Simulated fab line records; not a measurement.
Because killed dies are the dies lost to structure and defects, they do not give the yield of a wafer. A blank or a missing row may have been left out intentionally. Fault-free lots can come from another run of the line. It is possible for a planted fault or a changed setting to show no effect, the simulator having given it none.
Chamber matching -- flow nandHarc -- NHARC_P_BONDPAD_DEP_00 on pecvd-02: 3 sister chambers
The step deposits SiCN, target thk 250 nm. 3 wafers are shown with their chamber, then 8 later ones without.

== WAFERS PAIRED WITH THEIR CHAMBERS ==
wafer,chamber,heaterPowerW (W)
L083.6,2,556
L091.5,1,554
L094.1,0,638

== WAFERS WITHOUT THEIR CHAMBER ==
wafer,heaterPowerW (W)
L094.2,606
L094.3,576
L094.4,623
L094.5,470
L094.6,529
L097.2,605
L097.4,609
L097.6,547

== THE CHAMBER EACH PASSED THROUGH ==
wafer,from the rows above,in truth
L094.2,can't be placed: 0 or 2 or 1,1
L094.3,can't be placed: 2 or 1 or 0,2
L094.4,can't be placed: 0 or 2 or 1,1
L094.5,can't be placed: 1 or 2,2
L094.6,can't be placed: 1 or 2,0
L097.2,can't be placed: 0 or 2 or 1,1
L097.4,can't be placed: 0 or 2 or 1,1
L097.6,can't be placed: 1 or 2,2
Correctly placed: 0 of 8. Unplaceable from these rows: 8, with the true chamber sitting among the candidates in 7. Wrongly placed: 0.
How it was worked out, from the rows above alone: a wafer's distance from a chamber is the root of the sum, over the readings, of the square of ((its reading less the chamber's mean) divided by the reading's scatter). If the next closest chamber is less than 2 further off than the closest, the wafer can't be placed; otherwise it belongs to the closest. A chamber's mean is the mean of its shown wafers. The scatter: root of mean squared gap, hidden wafer to nearest shown wafer, with one shown wafer a chamber.
